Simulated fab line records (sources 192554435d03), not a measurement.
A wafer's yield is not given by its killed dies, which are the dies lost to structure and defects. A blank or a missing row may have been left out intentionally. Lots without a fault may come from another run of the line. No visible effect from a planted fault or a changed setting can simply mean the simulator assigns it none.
A single fault, viewed from 2 desks ; flow n5-finfet ; only its own numbers are on each desk; what lay behind them is given at the end

## METROLOGY DESK
What the gauges read for every lot (on any tool): the sampled wafers with a number, averaged. If a lot's mean is further than 4 standard deviations from the usual mean, the lot is out of limits and carries the mark OUT (the distance appears in the brackets).
Columns: A = cd-nm at N5_PASSIVATION_CD_MEAS_10, usual 3000.5 nm
lot;first seen here;A
L206;day 12 20:22;3005.7
L207;day 13 04:41;2997.1
L213;day 14 03:53;2998.6
L214;day 14 13:05;3000.1
L212;day 14 18:26;3000.7
L211;day 14 18:36;3001.0
L218;day 15 03:57;3001.6
L220;day 16 18:13;3001.0
L221;day 16 20:15;2998.1
L224;day 17 02:32;3002.6
L226;day 17 18:38;2997.8
L227;day 18 08:23;2997.9
L228;day 18 08:32;3003.9
This desk's finding: nothing out of limits on any of the 13 lots.

## DESK OF THE TOOL OWNER: pvd-sputter-01
At N5_BEOL_M11_PRE_CLEAN_45 (time 30 s), the tool's own readings, given per lot that ran on this tool as the mean of the sampled wafers with a number. If a lot's mean is further than 4 standard deviations from the usual mean, the lot is out of limits and carries the mark OUT (the distance appears in the brackets).
Columns: A = heater-power-w at N5_BEOL_M11_PRE_CLEAN_45, usual 333 W
lot;first seen here;A
L214;day 13 00:02;397
L212;day 13 04:56;363
L211;day 13 05:01;364
L218;day 13 19:20;396
L221;day 15 03:48;359
L224;day 15 13:59;368
This desk's finding: nothing out of limits on any of the 6 lots.

## BROUGHT TOGETHER
From the metrology desk's view, nothing was out of limits.
The tool owner's desk saw nothing out of limits.

## WHAT THE SIMULATOR HAD INSERTED
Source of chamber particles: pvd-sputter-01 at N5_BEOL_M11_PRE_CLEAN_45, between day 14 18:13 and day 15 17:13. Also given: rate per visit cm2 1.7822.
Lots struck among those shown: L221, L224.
